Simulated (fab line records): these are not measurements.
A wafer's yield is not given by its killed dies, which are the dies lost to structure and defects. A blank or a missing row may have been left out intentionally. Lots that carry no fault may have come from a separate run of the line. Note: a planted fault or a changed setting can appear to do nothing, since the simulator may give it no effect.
Chamber matching	flow n5_finfet	N5_BEOL_M7_CURE_74 on uv_cure-01 has 3 sister chambers
The step cures SiCOH lowk, time 240 s. 3 wafers are shown with their chamber, then 9 later ones without.

## WAFERS PAIRED WITH THEIR CHAMBERS
wafer	chamber	wafer_temp_C_max
L076.5	2	387.6
L080.6	1	386.0
L082.6	0	385.7

## WAFERS WHOSE CHAMBER IS MISSING
wafer	wafer_temp_C_max
L084.2	385.6
L084.3	386.3
L084.5	386.5
L088.1	386.4
L088.4	386.3
L088.6	386.6
L096.2	386.7
L096.4	386.7
L096.6	386.1

## EACH ONE'S CHAMBER
wafer	from the rows above	in truth
L084.2	can't be placed: 0 or 1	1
L084.3	can't be placed: 1 or 0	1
L084.5	can't be placed: 1 or 0 or 2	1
L088.1	can't be placed: 1 or 0 or 2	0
L088.4	can't be placed: 1 or 0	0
L088.6	can't be placed: 1 or 0 or 2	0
L096.2	can't be placed: 1 or 2 or 0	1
L096.4	can't be placed: 1 or 2 or 0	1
L096.6	can't be placed: 1 or 0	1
Placed correctly: 0 of 9. Unplaceable from these rows: 9, with the true chamber sitting among the candidates in 9. Wrongly placed: 0.
How it was worked out, from the rows above alone: a wafer's distance from a chamber is the root of the sum, over the readings, of the square of ((its reading less the chamber's mean) divided by the reading's scatter). The wafer belongs to the nearest chamber; if the next one is less than 2 further off, it can't be placed. Each chamber's mean is taken over the wafers shown for it. The scatter: with one shown wafer a chamber, the root of the mean of the squares of how far each hidden wafer lies from its nearest shown one.
